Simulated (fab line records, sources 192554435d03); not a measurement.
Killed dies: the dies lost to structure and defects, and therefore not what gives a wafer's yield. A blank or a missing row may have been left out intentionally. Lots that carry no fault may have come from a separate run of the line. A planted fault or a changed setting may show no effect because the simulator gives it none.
Chamber matching	flow n5-finfet	4 sister chambers for N5_HKMG_FIN_ETCH_32 on rie-diel-04
The step etches SOC in N2/H2, target depth 240 nm, time 300 s. 4 wafers are shown with their chamber, then 7 later ones without.

## WAFERS WITH THEIR CHAMBER
wafer	chamber	showerhead-plenum-p-Torr (Torr)
L078.3	1	2.62
L078.4	2	2.43
L081.1	3	2.40
L081.3	0	2.56

## WAFERS MISSING THEIR CHAMBER
wafer	showerhead-plenum-p-Torr (Torr)
L081.4	2.62
L083.2	2.62
L083.4	2.40
L083.6	2.56
L097.2	2.39
L097.3	2.61
L097.6	2.42

## WHICH CHAMBER EACH WENT THROUGH
wafer	from the rows above	in truth
L081.4	1	1
L083.2	1	1
L083.4	3	3
L083.6	0	0
L097.2	3	3
L097.3	1	1
L097.6	can't be placed: 2 or 3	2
Correctly placed: 6 of 7. Cannot be placed on the basis of these rows: 1; the candidates contain the true chamber in 1. 0 placed wrongly.
How it was worked out, from the rows above alone: a wafer's distance from a chamber is the root of the sum, over the readings, of the square of ((its reading less the chamber's mean) divided by the reading's scatter). The wafer belongs to the nearest chamber; if the next one is less than 2 further off, it can't be placed. Each chamber's mean is taken over the wafers shown for it. The scatter: root of mean squared gap, hidden wafer to nearest shown wafer, with one shown wafer a chamber.
